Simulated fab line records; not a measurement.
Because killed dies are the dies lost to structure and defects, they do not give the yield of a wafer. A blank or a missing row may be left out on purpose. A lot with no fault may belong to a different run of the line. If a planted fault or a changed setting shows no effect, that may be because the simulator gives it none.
fab line records -- flow n5-finfet
record lots=6, wafers=18, last-day=17
route steps=1938 shown SD_EPI_P@319 SD_ACTIVATION@330 PASSIVATION@1936
lots with no fault: from the same line, run without faults
start-h: start of the lot's first displayed wafer, in hours after the record's first day -- wait-h: hours from the lot's prior step to this one -- " repeats the value in the row above -- L1.1+2: a single row standing in for several wafers -- - no value present, or no start provided -- * or withheld: withheld -- < > ~ a bound
route shown NAME@n: a module of which the file shows steps, and the number in the route of the first -- usual: average and standard deviation across the fault-free wafers -- same: alike in all rows -- chamber/n: place in a boat -- sites: per-site readings -- _std_site: standard deviation of those values -- _edge_site: outer sites' mean less inner sites' -- radius-mm: how far each site lies from the wafer's centre -- mask NAME#n: copy n -- behind: the tool/chamber that last shaped the wafer -- hold: what put the lot on hold/how long, in hours/how the hold closed -- device: which transistor (n, p or np) failed to switch -- end of line: the route-end tests of the same wafers -- a step without rows: its recipe alone -- killed: not the wafer's yield, but the dies lost to structure and defects at the first sort -- map: a wafer's dies, x killed, . not, _ none there
set.NAME: setting as actually run; set.NAME@STEP: the setting as run at that earlier step -- model.NAME: the simulator's own value behind a step, which no gauge read
lots at selected steps of the route; one table per step, one row per wafer
services: from which hour (start-h, from the record's first day; less than 0 if before it) a tool's chamber was out of use, for how many hours, and why
## steps
# step N5_SD_EPI_P_PRECLEAN_51
# recipe chemistry=NF3:NH3, afs-cycles=1, temp-c=30, time-s=20, sublimation-temp-c=180, sublimation-time-s=60, pressure-torr=3, rf-power-w=30
# step N5_SD_EPI_P_VAPOR_ETCH_44
# recipe chemistry=NF3/Ar, target=SiGe30, temp-c=25, time-s=3.3, mode=isotropic
# step N5_SD_EPI_P_EPI_21
# recipe material=SiGe:B, dopant=B, temp-c=550, pressure-torr=20, ambient=H2, time-s=355
# step N5_SD_EPI_P_EPI_MEAS_23
# recipe mode=xrd
# usual thk-nm=61.0/1.3
lot.wafer,tool,chamber,start-h,wait-h,thk-nm
L745.3,film-metro-02,-,74.11,1.1,59.6
L745.4,film-metro-02,-,74.11,1.1,58.8
L745.6,film-metro-02,-,74.11,1.1,58.7
L746.3,film-metro-02,-,82.11,1.5,60.2
L746.4,film-metro-02,-,82.11,1.5,61.6
L746.5,film-metro-02,-,82.11,1.5,59.0
L754.3,film-metro-02,-,133.82,1.1,61.5
L754.4,film-metro-02,-,133.82,1.1,62.1
L754.6,film-metro-02,-,133.82,1.1,60.8
L755.2,film-metro-01,-,137.28,1.5,61.3
L755.3,film-metro-01,-,137.28,1.5,62.2
L755.5,film-metro-01,-,137.28,1.5,62.9
L756.2,film-metro-02,-,140.37,1.5,62.3
L756.4,film-metro-02,-,140.37,1.5,62.4
L756.5,film-metro-02,-,140.37,1.5,62.6
L765.3,film-metro-01,-,194.64,1.1,62.4
L765.4,film-metro-01,-,194.64,1.1,61.0
L765.5,film-metro-01,-,194.64,1.1,60.6
# step N5_SD_EPI_P_HM_STRIP_48
# recipe chemistry=H3PO4, temp-c=160, material=SiNx, target=SiNx, target-depth-a=30, overetch-fraction=0.3
# step N5_SD_EPI_P_SRD_49
# recipe dry=ipa-marangoni, time-s=30, temp-c=23, rinse-liquid=diw
# step N5_SD_EPI_P_PRECLEAN_24
# recipe chemistry=O3/DIW, time-s=45, temp-c=22, o3-ppm=10
# step N5_SD_EPI_P_PRECLEAN_32
# recipe chemistry=dHF, time-s=10, dilution=500:1, temp-c=25
# step N5_SD_EPI_P_PRECLEAN_33
# recipe chemistry=SC2, time-s=45, temp-c=35, mix=1:1:50
# step N5_SD_EPI_P_SRD_25
# recipe time-s=30, temp-c=23, rinse-liquid=diw, dry=ipa-marangoni
# step N5_SD_EPI_P_INSPECT_26
# recipe inspect-instrument=darkfield, mode=post-epi
# usual raw-defect-count=165/37
lot.wafer,tool,chamber,start-h,wait-h,raw-defect-count
L745.3,defect-inspect-02,-,74.33,0.0,276
L745.4,defect-inspect-02,-,74.33,0.0,179
L745.6,defect-inspect-02,-,74.33,0.0,140
L746.3,defect-inspect-01,-,82.28,0.0,122
L746.4,defect-inspect-01,-,82.28,0.0,133
L746.5,defect-inspect-01,-,82.28,0.0,118
L754.3,defect-inspect-01,-,133.99,0.0,140
L754.4,defect-inspect-01,-,133.99,0.0,133
L754.6,defect-inspect-01,-,133.99,0.0,178
L755.2,defect-inspect-01,-,137.45,0.0,173
L755.3,defect-inspect-01,-,137.45,0.0,203
L755.5,defect-inspect-01,-,137.45,0.0,158
L756.2,defect-inspect-02,-,140.54,0.0,203
L756.4,defect-inspect-02,-,140.54,0.0,234
L756.5,defect-inspect-02,-,140.54,0.0,210
L765.3,defect-inspect-01,-,194.82,0.0,140
L765.4,defect-inspect-01,-,194.82,0.0,170
L765.5,defect-inspect-01,-,194.82,0.0,185
# step N5_SD_ACTIVATION_RTA_00
# recipe temp-c=975, time-s=0, ambient=N2, idle-temp-c=600, ramp-up-c-per-s=150, ramp-down-c-per-s=60, cool-to-c=600
# usual lamp-power-pct=8.96/0.057, lamp_zone_6_pct=8.88/0.031, wafer_temp_C_max=974.9/2
lot.wafer,tool,chamber,start-h,wait-h,lamp-power-pct,lamp_zone_6_pct,wafer_temp_C_max
L745.3,rtp-anneal-01,0,74.50,0.2,9.07,8.90,975.6
L745.4,rtp-anneal-01,0,74.50,0.2,8.87,8.93,972.8
L745.6,rtp-anneal-01,0,74.50,0.2,8.91,8.93,977.9
L746.3,rtp-anneal-01,0,82.37,0.1,8.93,8.88,973.1
L746.4,rtp-anneal-01,0,82.37,0.1,8.93,8.90,977.2
L746.5,rtp-anneal-01,0,82.37,0.1,8.91,8.87,975.8
L754.3,rtp-anneal-02,0,134.08,0.1,8.94,8.89,975.4
L754.4,rtp-anneal-02,0,134.08,0.1,8.87,8.88,975.8
L754.6,rtp-anneal-02,0,134.08,0.1,9.04,8.92,973.1
L755.2,rtp-anneal-02,0,137.51,0.1,8.96,8.85,973.3
L755.3,rtp-anneal-02,0,137.51,0.1,8.94,8.86,977.3
L755.5,rtp-anneal-02,0,137.51,0.1,9.01,8.87,977.3
L756.2,rtp-anneal-02,0,140.76,0.2,8.98,8.87,974.5
L756.4,rtp-anneal-02,0,140.76,0.2,8.87,8.89,975.6
L756.5,rtp-anneal-02,0,140.76,0.2,8.94,8.90,974.8
L765.3,rtp-anneal-01,0,195.03,0.2,8.96,8.93,971.0
L765.4,rtp-anneal-01,0,195.03,0.2,8.92,8.87,976.0
L765.5,rtp-anneal-01,0,195.03,0.2,8.93,8.89,976.9
# step N5_SD_ACTIVATION_LSA_01
# recipe temp-c=1080, time-s=0.0008, ambient=N2
# usual wafer_temp_C_max=1085.6/1.3
lot.wafer,tool,chamber,start-h,wait-h,wafer_temp_C_max
L745.3,laser-anneal-02,0,74.70,0.2,1084.4
L745.4,laser-anneal-02,0,74.70,0.2,1086.2
L745.6,laser-anneal-02,0,74.70,0.2,1086.6
L746.3,laser-anneal-01,0,82.57,0.2,1087.6
L746.4,laser-anneal-01,0,82.57,0.2,1087.4
L746.5,laser-anneal-01,0,82.57,0.2,1089.4
L754.3,laser-anneal-01,0,134.28,0.2,1132.1
L754.4,laser-anneal-01,0,134.28,0.2,1132.7
L754.6,laser-anneal-01,0,134.28,0.2,1133.0
L755.2,laser-anneal-02,0,137.71,0.2,1083.8
L755.3,laser-anneal-02,0,137.71,0.2,1085.1
L755.5,laser-anneal-02,0,137.71,0.2,1083.9
L756.2,laser-anneal-01,0,140.96,0.2,1132.5
L756.4,laser-anneal-01,0,140.96,0.2,1132.3
L756.5,laser-anneal-01,0,140.96,0.2,1131.0
L765.3,laser-anneal-02,0,195.25,0.2,1085.0
L765.4,laser-anneal-02,0,195.25,0.2,1085.6
L765.5,laser-anneal-02,0,195.25,0.2,1085.5
# step N5_PASSIVATION_PROBE_49
# usual defect-limited-yield=91.1/1.5, killed_at_M0_to_M3=35/11, killed_at_M4_up=13/5.7, killed-at-contacts=12/5.7, killed-at-front-end=40/11, killed-at-other=4/4.4, killed-dies=105/18, killed-open=68/14, killed-short=34/7.4, sort_bin_4_leakage=0.00/0.011, sort_bin_5_function=5.2/1, sort_bin_6_memory=3.3/0.67, sort-n-pass=1074/18, sort-yield-pct=91.0/1.5
# same gross-dies=1180, killed-at-back-side=0, sort_bin_8_speed[%]=0
lot.wafer,tool,chamber,start-h,wait-h,defect-limited-yield[%],killed_at_M0_to_M3,killed_at_M4_up,killed-at-contacts,killed-at-front-end,killed-at-other,killed-dies,killed-open,killed-short,sort_bin_4_leakage[%],sort_bin_5_function[%],sort_bin_6_memory[%],sort-n-pass,sort-yield-pct[%]
L745.3,prober-01,-,268.84,0.1,89.7,51,13,9,48,1,122,83,37,0,5.8,4.0,1058,89.7
L745.4,prober-01,-,268.89,0.2,88.6,40,24,16,52,3,135,99,35,0,6.0,5.3,1045,88.6
L745.6,prober-01,-,268.99,0.3,89.3,56,12,4,48,6,126,86,38,0,6.4,3.7,1054,89.3
L746.3,prober-01,-,282.24,0.1,91.4,31,14,15,42,0,102,70,31,0,5.7,2.7,1078,91.4
L746.4,prober-01,-,282.29,0.2,90.3,34,15,18,38,9,114,77,29,0,6.1,3.5,1066,90.3
L746.5,prober-01,-,282.34,0.2,90.4,25,15,14,56,3,113,71,36,0,5.6,3.6,1067,90.4
L755.2,prober-02,-,345.91,0.4,91.3,25,10,11,56,1,103,67,33,0,4.7,3.7,1077,91.3
L755.3,prober-02,-,345.96,0.4,91.6,32,19,4,39,5,99,75,24,0,4.6,3.6,1081,91.6
L755.5,prober-02,-,346.06,0.5,91.4,40,21,14,23,4,102,63,34,0,4.2,3.6,1078,91.4
L765.3,prober-02,-,405.46,0.1,91.7,33,8,18,35,4,98,59,30,0.08,4.7,2.9,1081,91.6
L765.4,prober-02,-,405.51,0.2,92.5,24,19,8,33,4,88,65,23,0,4.3,3.1,1092,92.5
L765.5,prober-02,-,405.56,0.2,93.4,23,7,9,31,8,78,49,23,0,3.6,2.3,1102,93.4
# killed by level:class
L745.3 STI_FIN_REVEAL:geometric-particle:open=16 BEOL_M1:geometric-particle:open=16 BEOL_M0_SAQP:geometric-particle:short=9 DUMMY_GATE:geometric-particle:open=7 BEOL_M2:geometric-particle:open=7 FIN_SAQP:geometric-particle:short=6 BEOL_M4:geometric-particle:open=6 BEOL_M0_SAQP:geometric-particle:open=6
L745.4 STI_FIN_REVEAL:geometric-particle:open=15 FIN_SAQP:geometric-particle:open=14 MOL_CONTACT_COAG:geometric-particle:open=14 BEOL_M4:geometric-particle:open=13 BEOL_M3:geometric-particle:open=12 BEOL_M0_SAQP:geometric-particle:short=11 BEOL_M0_SAQP:geometric-particle:open=8 STARTING-WAFER:geometric-particle:short=7
L745.6 BEOL_M3:geometric-particle:open=22 STI_FIN_REVEAL:geometric-particle:open=15 BEOL_M0_SAQP:geometric-particle:short=14 FIN_SAQP:geometric-particle:open=10 BEOL_M0_SAQP:geometric-particle:open=9 BEOL_M4:geometric-particle:open=7 DUMMY_GATE:geometric-particle:open=5 GATE_CUT:geometric-particle:short=4
L746.3 STI_FIN_REVEAL:geometric-particle:open=15 MOL_CONTACT_COAG:geometric-particle:open=13 DUMMY_GATE:geometric-particle:open=7 BEOL_M0_SAQP:geometric-particle:open=6 BEOL_M1:geometric-particle:open=6 STARTING-WAFER:geometric-particle:short=6 BEOL_M0_SAQP:geometric-particle:short=5 BEOL_M2:geometric-particle:open=5
L746.4 MOL_CONTACT_COAG:geometric-particle:open=15 BEOL_M0_SAQP:geometric-particle:open=10 MIM_TOP_ETCH:area-etch=8 FIN_SAQP:geometric-particle:open=7 STI_FIN_REVEAL:geometric-particle:open=7 BEOL_M4:geometric-particle:open=7 FIN_SAQP:geometric-particle:short=6 BEOL_M3:geometric-particle:open=6
L746.5 STI_FIN_REVEAL:geometric-particle:open=15 MOL_CONTACT_COAG:geometric-particle:open=10 FIN_SAQP:geometric-particle:open=9 FIN_SAQP:geometric-particle:short=7 STI_FIN_REVEAL:geometric-particle:short=6 DUMMY_GATE:geometric-particle:open=6 BEOL_M3:geometric-particle:open=6 BEOL_M1:geometric-particle:open=5
L755.2 STI_FIN_REVEAL:geometric-particle:open=25 MOL_CONTACT_COAG:geometric-particle:open=8 BEOL_M0_SAQP:geometric-particle:open=8 BEOL_M0_SAQP:geometric-particle:short=7 GATE_CUT:geometric-particle:short=5 FIN_SAQP:geometric-particle:short=4 FIN_SAQP:geometric-particle:open=4 BEOL_M2:geometric-particle:open=4
L755.3 STI_FIN_REVEAL:geometric-particle:open=16 BEOL_M4:geometric-particle:open=11 BEOL_M0_SAQP:geometric-particle:open=10 BEOL_M3:geometric-particle:open=9 FIN_SAQP:geometric-particle:open=6 GATE_CUT:geometric-particle:short=4 BEOL_M2:geometric-particle:open=4 MOL_CONTACT_COAG:geometric-particle:open=3
L755.5 BEOL_M0_SAQP:geometric-particle:short=15 MOL_CONTACT_COAG:geometric-particle:open=12 BEOL_M0_SAQP:geometric-particle:open=10 BEOL_M3:geometric-particle:open=7 BEOL_M5:geometric-particle:open=6 FIN_SAQP:geometric-particle:open=5 DUMMY_GATE:geometric-particle:open=5 BEOL_M4:geometric-particle:open=5
L765.3 BEOL_M3:geometric-particle:open=17 MOL_CONTACT_COAG:geometric-particle:open=15 FIN_CUT:area-etch=6 FIN_SAQP:geometric-particle:short=5 BEOL_M2:geometric-particle:open=5 STARTING-WAFER:geometric-particle:short=4 DUMMY_GATE:geometric-particle:open=3 MOL_CONTACT_COAG:geometric-particle:short=3
L765.4 MOL_CONTACT_COAG:geometric-particle:open=7 BEOL_M0:geometric-particle:open=7 STARTING-WAFER:geometric-particle:open=7 FIN_SAQP:geometric-particle:open=6 STI_FIN_REVEAL:geometric-particle:open=5 BEOL_M2:geometric-particle:open=5 FIN_SAQP:geometric-particle:short=4 DUMMY_GATE:geometric-particle:open=4
L765.5 BEOL_M3:geometric-particle:open=9 STI_FIN_REVEAL:geometric-particle:open=6 FIN_SAQP:geometric-particle:open=5 BEOL_M2:geometric-particle:open=5 MIM_TOP_ETCH:geometric-particle:short=5 HKMG_FIN:area-etch=5 MOL_CONTACT_COAG:geometric-particle:open=4 MOL_CONTACT_COAG:geometric-particle:short=4
## services
tool,chamber,start-h,hours,kind
laser-anneal-02,-,79.48,4.3,pm
laser-anneal-01,-,171.54,1.6,pm
rtp-anneal-02,-,175.38,5.5,pm
## key
first-sign step=N5_SD_ACTIVATION_LSA_01, reading=wafer_temp_C_max, direction=up, sigmas=35, usual=*, struck=*
effect none on later readings
met-at N5_SD_ACTIVATION_LSA_01
struck-wafers L754.3,L754.4,L754.6,L756.2,L756.4,L756.5
rows-end L754.3,L754.4,L754.6,L756.2,L756.4,L756.5
onset-between 82.57 134.28
fault kind=process-parameter-drift, tool=laser-anneal-01, chamber=-, onset-h=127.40, steps=N5_SD_ACTIVATION_LSA_01, channel=temp-c, offset=*, shape=step, stated=*
# rows-end: these wafers met a further fault down the route, and their rows from its step on are left out
